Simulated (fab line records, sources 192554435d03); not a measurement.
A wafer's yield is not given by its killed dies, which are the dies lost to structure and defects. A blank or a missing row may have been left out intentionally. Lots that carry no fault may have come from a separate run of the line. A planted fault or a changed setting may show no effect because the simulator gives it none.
Struck lot and sound lot, side by side + flow n5Finfet + 23 out of 1938 route steps
Sound: these wafers, L333.1, L333.5, L333.6. Wafers L324.1, L324.2, L324.4 were the ones struck. Last of all comes the cause.
Each step with rows lists, per side, the tool, then ch with its chambers, then its first start. Under that, the readings that differ: sound wafers + struck wafers + difference of the means + sigmas: that difference in standard deviations of wafers without a fault.
alike: a reading whose means differ by less than 2 such deviations, as well as words and numbers matching on both sides. not compared: withheld readings; readings where some wafer has no value; bounds like >300 that might hide an equal value; numbers whose values overlap and for which the record gives no deviation.
A row with sigmas, a row that says differs or no value, or rows on one side alone: a step with any of these is where the two part. When numbers do not overlap yet have no deviation, they are printed without sigmas and do not part them. A reading missing from all wafers of one side parts the sides only when that side holds two or more wafers.

first, 8 steps without rows for these wafers: N5_BEOL_M8_ANNEAL_51 (time 90 s); N5_BEOL_M8_CMP_52 (polishes, stops on SiCOH lowk, t overpolish 6.9 s, target thk 80 nm); N5_BEOL_M8_PRE_CLEAN_55 (time 15 s); N5_BEOL_M8_DEP_56 (deposits SiCN from 3MS/NH3, target thk 10 nm, time 17.5 s); N5_BEOL_M9_ILD_DEP_00 (deposits SiCOH lowk from DEMS/porogen, target thk 308.51 nm, time 58 s); N5_BEOL_M9_CURE_71 (cures SiCOH lowk, time 240 s); N5_BEOL_M9_PECVD_70 (deposits SiO2 from TEOS/O2, target thk 20 nm, time 22.7 s); N5_BEOL_M9_HM_DEP_02 (deposits TiN, target thk 20 nm).
N5_BEOL_M9_COAT_59: time 60 s, resist thk 100 nm.
  sound on lithoTrack-01 ch 0, day 15 08:27; struck on lithoTrack-03 ch 0, day 12 22:56
| reading                                 | sound                | struck               | difference | sigmas      |
|-----------------------------------------|----------------------|----------------------|------------|-------------|
| spinSpeedRpm (rpm)                      | 1500.0 1499.9 1500.3 | 1808.6 1806.7 1808.5 | +307.9     | +99 or more |
| model.SOC_of_BEOL_M9_COAT_59.thkNm (nm) | 100 100 100.4        | 90.8 91 90.8         | -9.3       |             |
then, 9 steps without rows for these wafers: N5_BEOL_M9_COAT_60 (time 60 s, resist thk 30 nm); N5_BEOL_M9_COAT_05 (resist thk 90 nm); N5_BEOL_M9_EBR_07; N5_BEOL_M9_SOFTBAKE_06 (time 60 s); N5_BEOL_M9_EXPOSE_08 (exposes mask M9); N5_BEOL_M9_PEB_09 (peb time 60 s); N5_BEOL_M9_DEVELOP_10 (develop time 30 s); N5_BEOL_M9_DESCUM_16 (chemistry O2, time 7.9 s); N5_BEOL_M9_ETCH_61 (etches SiARC in CF4, target depth 39 nm, time 65 s).
N5_BEOL_M9_ETCH_62: etches SOC in N2/H2, target depth 110 nm, overetch 22 nm, time 165 s.
  sound on rieDiel-04 ch 0,1,3, day 15 09:09; struck on rieDiel-04 ch 1,2,3, day 13 00:14
| reading                 | sound             | struck            | difference | sigmas |
|-------------------------|-------------------|-------------------|------------|--------|
| model.etch.depthNm (nm) | 100.1 99.98 100.3 | 90.85 90.91 90.87 | -9.25      |        |
  alike: drypumpMotorCurrentA, oesProductAu, rfVppV, showerheadPlenumPTorr, throttleValvePct
  not compared: rfHoursCounterH
then, 2 steps without rows for these wafers: N5_BEOL_M9_STRIP_68 (strips in N2/H2); N5_BEOL_M9_STRIP_67 (strips in CF4).
N5_BEOL_M9_HM_OPEN_17: chemistry Cl2/BCl3, target TiN, target depth 20 nm, overetch 6 nm.
  sound on rieMetal-03 ch 0,1, day 15 09:20; struck on rieMetal-01 ch 0,1, day 13 00:25
| reading                                 | sound          | struck     | difference | sigmas |
|-----------------------------------------|----------------|------------|------------|--------|
| model.SOC_of_BEOL_M9_COAT_59.thkNm (nm) | 92.4 92.2 92.2 | 83 83.2 83 | -9         |        |
  alike: bcl3FlowSccm, drypumpMotorCurrentA, oesProductAu, throttleValvePct
  not compared: rfHoursCounterH
then, 1 step without rows for these wafers: N5_BEOL_M9_STRIP_19 (strips in O2).

## WHERE THEY PART
At N5_BEOL_M9_COAT_59 and nowhere else, as far as this record goes. Later steps at which nothing parts them and some readings are alike: N5_BEOL_M9_ETCH_62, N5_BEOL_M9_HM_OPEN_17.

WHY: the cause the simulator had injected
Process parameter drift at N5_BEOL_M9_COAT_59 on lithoTrack-03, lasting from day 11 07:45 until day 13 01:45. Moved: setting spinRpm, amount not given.
